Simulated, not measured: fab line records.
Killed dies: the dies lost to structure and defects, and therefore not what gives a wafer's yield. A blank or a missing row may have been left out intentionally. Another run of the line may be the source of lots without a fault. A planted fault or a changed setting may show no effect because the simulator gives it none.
Chamber matching	flow nand-harc	NHARC_A_M0_CMP_23 on cmp-02: 4 sister chambers
The step polishes, t overpolish 20 s, target thk 113.75 nm. 8 wafers are shown with their chamber, then 10 later ones without.

## EACH WAFER AND ITS CHAMBER
wafer	chamber	time-to-endpoint-s (s)	motor-current-A (A)
L080.6	3	25.8	12.7
L083.5	3	28.1	14.3
L084.5	1	29.1	13.1
L088.1	2	30.1	11.9
L088.4	0	27.7	12.9
L088.5	1	30.5	13.0
L086.1	2	29.4	12.0
L086.2	0	29.4	12.6

## WAFERS WHOSE CHAMBER IS MISSING
wafer	time-to-endpoint-s (s)	motor-current-A (A)
L086.4	31.0	12.6
L087.2	31.0	11.9
L087.3	29.3	12.6
L087.6	29.6	12.0
L093.2	30.3	12.3
L093.3	30.1	11.3
L093.6	34.3	12.4
L095.2	33.3	11.8
L095.3	33.0	12.9
L095.5	32.0	13.1

## WHICH CHAMBER EACH WENT THROUGH
wafer	from the rows above	in truth
L086.4	can't be placed: 1 or 2 or 0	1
L087.2	can't be placed: 2 or 1 or 0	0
L087.3	can't be placed: 0 or 1 or 2 or 3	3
L087.6	can't be placed: 2 or 0 or 1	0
L093.2	can't be placed: 2 or 1 or 0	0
L093.3	can't be placed: 2 or 0 or 1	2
L093.6	can't be placed: 2 or 1 or 0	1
L095.2	can't be placed: 2 or 1 or 0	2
L095.3	can't be placed: 1 or 2 or 0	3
L095.5	can't be placed: 1 or 2 or 0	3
0 of 10 placed correctly. Unplaceable from these rows: 10, with the true chamber sitting among the candidates in 8. Placed wrongly: 0.
How it was worked out, from the rows above alone: a wafer's distance from a chamber is the root of the sum, over the readings, of the square of ((its reading less the chamber's mean) divided by the reading's scatter). If the next closest chamber is less than 2 further off than the closest, the wafer can't be placed; otherwise it belongs to the closest. A chamber's mean is the mean of its shown wafers. The scatter: the root of (the sum of the squares of (reading less its chamber's mean) over the shown wafers, divided by (wafers less chambers)).
